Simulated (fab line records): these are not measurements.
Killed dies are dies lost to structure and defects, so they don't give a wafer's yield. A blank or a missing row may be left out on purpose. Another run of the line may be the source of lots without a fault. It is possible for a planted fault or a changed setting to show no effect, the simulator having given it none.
Chamber matching / flow n5-finfet / N5_BEOL_M14_DESCUM_15 on rie-diel-03 has 4 sister chambers
The step chemistry O2, time 7.9 s. 8 wafers are shown with their chamber, then 8 later ones without.

## WAFERS PAIRED WITH THEIR CHAMBERS
wafer=L075.3; chamber=2; showerhead-plenum-p-Torr (Torr)=2.14; throttle-valve-pct (%)=20.98
wafer=L083.4; chamber=2; showerhead-plenum-p-Torr (Torr)=2.14; throttle-valve-pct (%)=20.65
wafer=L085.5; chamber=1; showerhead-plenum-p-Torr (Torr)=2.02; throttle-valve-pct (%)=20.08
wafer=L085.6; chamber=0; showerhead-plenum-p-Torr (Torr)=2.07; throttle-valve-pct (%)=20.58
wafer=L090.3; chamber=3; showerhead-plenum-p-Torr (Torr)=2.02; throttle-valve-pct (%)=20.46
wafer=L090.5; chamber=0; showerhead-plenum-p-Torr (Torr)=2.07; throttle-valve-pct (%)=20.61
wafer=L090.6; chamber=3; showerhead-plenum-p-Torr (Torr)=2.02; throttle-valve-pct (%)=20.45
wafer=L092.2; chamber=1; showerhead-plenum-p-Torr (Torr)=2.01; throttle-valve-pct (%)=20.13

## WAFERS MISSING THEIR CHAMBER
wafer=L092.4; showerhead-plenum-p-Torr (Torr)=2.07; throttle-valve-pct (%)=20.60
wafer=L092.6; showerhead-plenum-p-Torr (Torr)=2.07; throttle-valve-pct (%)=20.57
wafer=L094.1; showerhead-plenum-p-Torr (Torr)=2.01; throttle-valve-pct (%)=20.15
wafer=L094.2; showerhead-plenum-p-Torr (Torr)=2.13; throttle-valve-pct (%)=20.71
wafer=L094.6; showerhead-plenum-p-Torr (Torr)=2.02; throttle-valve-pct (%)=20.48
wafer=L097.1; showerhead-plenum-p-Torr (Torr)=2.02; throttle-valve-pct (%)=20.47
wafer=L097.2; showerhead-plenum-p-Torr (Torr)=2.01; throttle-valve-pct (%)=20.15
wafer=L097.3; showerhead-plenum-p-Torr (Torr)=2.13; throttle-valve-pct (%)=20.72

## WHICH CHAMBER EACH ONE RAN IN
wafer=L092.4; from the rows above=0; in truth=0
wafer=L092.6; from the rows above=0; in truth=0
wafer=L094.1; from the rows above=1; in truth=1
wafer=L094.2; from the rows above=2; in truth=2
wafer=L094.6; from the rows above=3; in truth=3
wafer=L097.1; from the rows above=3; in truth=3
wafer=L097.2; from the rows above=1; in truth=1
wafer=L097.3; from the rows above=2; in truth=2
Correct placement for 8 of the 8. Number that these rows cannot place: 0. 0 placed wrongly.
How it was worked out, from the rows above alone: a wafer's distance from a chamber is the root of the sum, over the readings, of the square of ((its reading less the chamber's mean) divided by the reading's scatter). If the next closest chamber is less than 2 further off than the closest, the wafer can't be placed; otherwise it belongs to the closest. A chamber's mean is the mean of its shown wafers. The scatter: take each reading less its chamber's mean, square it, sum over the shown wafers, divide by the number of wafers less the number of chambers, and take the root.
